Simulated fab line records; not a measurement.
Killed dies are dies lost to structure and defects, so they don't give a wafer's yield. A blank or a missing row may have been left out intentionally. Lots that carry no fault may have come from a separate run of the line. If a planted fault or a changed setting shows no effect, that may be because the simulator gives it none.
Lot-split experiment :: flow n5_finfet :: on a route of 1938 steps: 7 lots, 21 wafers read

== ABOUT THE SPLIT ==
At N5_BEOL_M8_COAT_60 (time 60 s, resist thk 35 nm), the setting spin_rpm was moved away from the recipe's 1500 rpm on 2 of the 21 wafers read, by +6.1% to +7.5%. This setting was run at the recipe's value on the other wafers.

== FROM THE SPLIT TO THE READING: what the file shows between them, 4 steps ==
- N5_BEOL_M8_COAT_05: resist thk 90 nm
- N5_BEOL_M8_EBR_07
- N5_BEOL_M8_DESCUM_16: chemistry O2, time 7.9 s
- N5_BEOL_M8_ETCH_61: etches SiARC in CF4, target depth 45.5 nm, time 75.8 s

== THE READING ==
SiARC_of_BEOL_M8_COAT_60.thk_nm (the simulator's own value, which no gauge read), in nm, at N5_BEOL_M8_ETCH_62 (etches SOC in N2/H2, target depth 110 nm, overetch 22 nm, time 165 s). No usual value for it is given in the file. The 19 wafers here that ran the recipe average 28.3 nm, standard deviation 0.31 nm.

wafer: L078.1
tool, chamber at the split: litho_track-05, 0
spin_rpm as run, rpm: 1500
against the recipe: recipe
SiARC_of_BEOL_M8_COAT_60.thk_nm, nm: 28.4
against lot-mates on the recipe: -

wafer: L078.2
tool, chamber at the split: litho_track-05, 0
spin_rpm as run, rpm: 1500
against the recipe: recipe
SiARC_of_BEOL_M8_COAT_60.thk_nm, nm: 29
against lot-mates on the recipe: -

wafer: L078.6
tool, chamber at the split: litho_track-05, 0
spin_rpm as run, rpm: 1500
against the recipe: recipe
SiARC_of_BEOL_M8_COAT_60.thk_nm, nm: 28.6
against lot-mates on the recipe: -

wafer: L077.3
tool, chamber at the split: litho_track-01, 0
spin_rpm as run, rpm: 1500
against the recipe: recipe
SiARC_of_BEOL_M8_COAT_60.thk_nm, nm: 28
against lot-mates on the recipe: -

wafer: L077.6
tool, chamber at the split: litho_track-01, 0
spin_rpm as run, rpm: 1500
against the recipe: recipe
SiARC_of_BEOL_M8_COAT_60.thk_nm, nm: 28
against lot-mates on the recipe: -

wafer: L077.5
tool, chamber at the split: litho_track-01, 0
spin_rpm as run, rpm: 1500
against the recipe: recipe
SiARC_of_BEOL_M8_COAT_60.thk_nm, nm: 27.8
against lot-mates on the recipe: -

wafer: L082.3
tool, chamber at the split: litho_track-01, 0
spin_rpm as run, rpm: 1500
against the recipe: recipe
SiARC_of_BEOL_M8_COAT_60.thk_nm, nm: 28.4
against lot-mates on the recipe: -

wafer: L082.4
tool, chamber at the split: litho_track-01, 0
spin_rpm as run, rpm: 1500
against the recipe: recipe
SiARC_of_BEOL_M8_COAT_60.thk_nm, nm: 28.2
against lot-mates on the recipe: -

wafer: L082.5
tool, chamber at the split: litho_track-01, 0
spin_rpm as run, rpm: 1612
against the recipe: +7.5%
SiARC_of_BEOL_M8_COAT_60.thk_nm, nm: 27
against lot-mates on the recipe: -1.3

wafer: L090.1
tool, chamber at the split: litho_track-01, 0
spin_rpm as run, rpm: 1500
against the recipe: recipe
SiARC_of_BEOL_M8_COAT_60.thk_nm, nm: 28
against lot-mates on the recipe: -

wafer: L090.6
tool, chamber at the split: litho_track-01, 0
spin_rpm as run, rpm: 1500
against the recipe: recipe
SiARC_of_BEOL_M8_COAT_60.thk_nm, nm: 28
against lot-mates on the recipe: -

wafer: L090.3
tool, chamber at the split: litho_track-01, 0
spin_rpm as run, rpm: 1500
against the recipe: recipe
SiARC_of_BEOL_M8_COAT_60.thk_nm, nm: 27.8
against lot-mates on the recipe: -

wafer: L092.1
tool, chamber at the split: litho_track-05, 0
spin_rpm as run, rpm: 1500
against the recipe: recipe
SiARC_of_BEOL_M8_COAT_60.thk_nm, nm: 28
against lot-mates on the recipe: -

wafer: L092.2
tool, chamber at the split: litho_track-05, 0
spin_rpm as run, rpm: 1500
against the recipe: recipe
SiARC_of_BEOL_M8_COAT_60.thk_nm, nm: 28.4
against lot-mates on the recipe: -

wafer: L092.6
tool, chamber at the split: litho_track-05, 0
spin_rpm as run, rpm: 1500
against the recipe: recipe
SiARC_of_BEOL_M8_COAT_60.thk_nm, nm: 28.6
against lot-mates on the recipe: -

wafer: L095.3
tool, chamber at the split: litho_track-03, 0
spin_rpm as run, rpm: 1500
against the recipe: recipe
SiARC_of_BEOL_M8_COAT_60.thk_nm, nm: 28.4
against lot-mates on the recipe: -

wafer: L095.5
tool, chamber at the split: litho_track-03, 0
spin_rpm as run, rpm: 1591
against the recipe: +6.1%
SiARC_of_BEOL_M8_COAT_60.thk_nm, nm: 27.6
against lot-mates on the recipe: -0.9

wafer: L095.6
tool, chamber at the split: litho_track-03, 0
spin_rpm as run, rpm: 1500
against the recipe: recipe
SiARC_of_BEOL_M8_COAT_60.thk_nm, nm: 28.6
against lot-mates on the recipe: -

wafer: L094.3
tool, chamber at the split: litho_track-03, 0
spin_rpm as run, rpm: 1500
against the recipe: recipe
SiARC_of_BEOL_M8_COAT_60.thk_nm, nm: 28.2
against lot-mates on the recipe: -

wafer: L094.4
tool, chamber at the split: litho_track-03, 0
spin_rpm as run, rpm: 1500
against the recipe: recipe
SiARC_of_BEOL_M8_COAT_60.thk_nm, nm: 28.4
against lot-mates on the recipe: -

wafer: L094.6
tool, chamber at the split: litho_track-03, 0
spin_rpm as run, rpm: 1500
against the recipe: recipe
SiARC_of_BEOL_M8_COAT_60.thk_nm, nm: 28.4
against lot-mates on the recipe: -

FIT RESULTS
A straight line over all 21 wafers: SiARC_of_BEOL_M8_COAT_60.thk_nm changes by -0.147 nm for each +1% of spin_rpm; r = -0.70; the points scatter about the line by 0.31 nm.
The same after taking each lot's own level away (the mean of its wafers on the recipe; 21 wafers): -0.164 nm for each +1%; r = -0.90; scatter 0.16 nm.
That fit puts the effect of the largest move of spin_rpm on the reading at 1.2 nm.
Across the lots, their own levels run from 27.93 to 28.67 nm, a range of 2.4 times the standard deviation given above.
So the lot-to-lot level blurs the effect unless lot-mates are compared.
Check: for one of the wafers moved furthest among these (+7.5%), held out of the fit, the line's prediction against its lot-mates is -1.11 nm. It came out at -1.3 nm against them.

== FURTHER SPLITS ON THESE WAFERS ==
Note: prior to the reading, these wafers also went through further splits. Each is held against what the fit with the lots' levels taken away leaves over:
other split on the same wafers: N5_BEOL_M7_DESCUM_33 time_s
wafers away from the commonest value: 7
r with SiARC_of_BEOL_M8_COAT_60.thk_nm (lot level and that fit taken away): -0.03

== THE WHOLE CHAIN: every reading that the file lists as answering this split, in the file's order ==
step: N5_BEOL_M8_COAT_60
what it does: time 60 s, resist thk 35 nm
reading: SiARC_of_BEOL_M8_COAT_60.thk_nm (the simulator's own value, which no gauge read)
change (the file's fit): -0.154 nm for each +1% of the setting
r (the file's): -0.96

step: N5_BEOL_M8_ETCH_61
what it does: etches SiARC in CF4, target depth 45.5 nm, time 75.8 s
reading: etch.depth_nm (the simulator's own value, which no gauge read)
change (the file's fit): -0.164 nm for each +1% of the setting
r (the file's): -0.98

step: N5_BEOL_M8_ETCH_62
what it does: etches SOC in N2/H2, target depth 110 nm, overetch 22 nm, time 165 s
reading: SiARC_of_BEOL_M8_COAT_60.thk_nm (the simulator's own value, which no gauge read)
change (the file's fit): -0.164 nm for each +1% of the setting
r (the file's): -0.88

== THE FILE'S OWN FIT ==
SiARC_of_BEOL_M8_COAT_60.thk_nm changes by -0.164 nm for each +1% of spin_rpm, r = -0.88.
